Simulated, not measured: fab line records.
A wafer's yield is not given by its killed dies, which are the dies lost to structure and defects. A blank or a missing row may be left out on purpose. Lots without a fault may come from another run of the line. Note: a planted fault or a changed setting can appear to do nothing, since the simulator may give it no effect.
Matching of chambers | flow nand_harc | cmp-03 running NHARC_P_BONDPAD_CMP_32: 4 sister chambers
The step polishes SiCN, target thk 200 nm. 14 wafers are shown with their chamber, then 7 later ones without.

## EACH WAFER AND ITS CHAMBER
wafer  | chamber | motor_current_A (A) | retaining_ring_pressure_frac
L074.1 | 0       | 12.7                | 0.997
L074.4 | 2       | 13.8                | 1.002
L074.5 | 2       | 13.3                | 1.002
L078.1 | 2       | 12.6                | 0.998
L078.3 | 0       | 12.5                | 1.012
L078.5 | 1       | 9.3                 | 0.998
L079.3 | 1       | 9.6                 | 1.000
L079.5 | 2       | 13.1                | 0.999
L079.6 | 1       | 9.9                 | 1.002
L082.3 | 2       | 13.0                | 0.994
L082.4 | 3       | 11.9                | 0.999
L082.5 | 3       | 11.6                | 1.004
L086.1 | 0       | 12.3                | 1.004
L086.4 | 3       | 11.2                | 0.995

SIGNATURES, as means of the wafers listed above
reading                      | chamber 0 | chamber 1 | chamber 2 | chamber 3 | scatter within a chamber
motor_current_A              | 12.500    | 9.600     | 13.160    | 11.567    | 0.358
retaining_ring_pressure_frac | 1.00433   | 1.00000   | 0.99900   | 0.99933   | 0.00453
Rule: a wafer's distance from a chamber is the root of the sum, over the readings, of the square of ((its reading less the chamber's mean) divided by the reading's scatter). The wafer belongs to the nearest chamber; if the next one is less than 2 further off, it can't be placed. The scatter: the root of (the sum of the squares of (reading less its chamber's mean) over the shown wafers, divided by (wafers less chambers)).

## WAFERS WITHOUT THEIR CHAMBER
wafer  | motor_current_A (A) | retaining_ring_pressure_frac
L086.6 | 13.0                | 1.000
L088.2 | 9.6                 | 1.003
L088.3 | 13.0                | 1.000
L088.5 | 12.8                | 0.996
L095.2 | 12.5                | 1.005
L095.5 | 11.9                | 1.002
L095.6 | 12.6                | 1.006

## WHICH CHAMBER EACH ONE RAN IN
wafer  | from the rows above     | in truth
L086.6 | can't be placed: 2 or 0 | 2
L088.2 | 1                       | 1
L088.3 | can't be placed: 2 or 0 | 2
L088.5 | can't be placed: 2 or 0 | 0
L095.2 | 0                       | 0
L095.5 | can't be placed: 3 or 0 | 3
L095.6 | can't be placed: 0 or 2 | 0
2 of 7 placed correctly. Not placeable from these rows: 5 (in 5, the candidates include the true chamber). Number placed wrongly: 0.
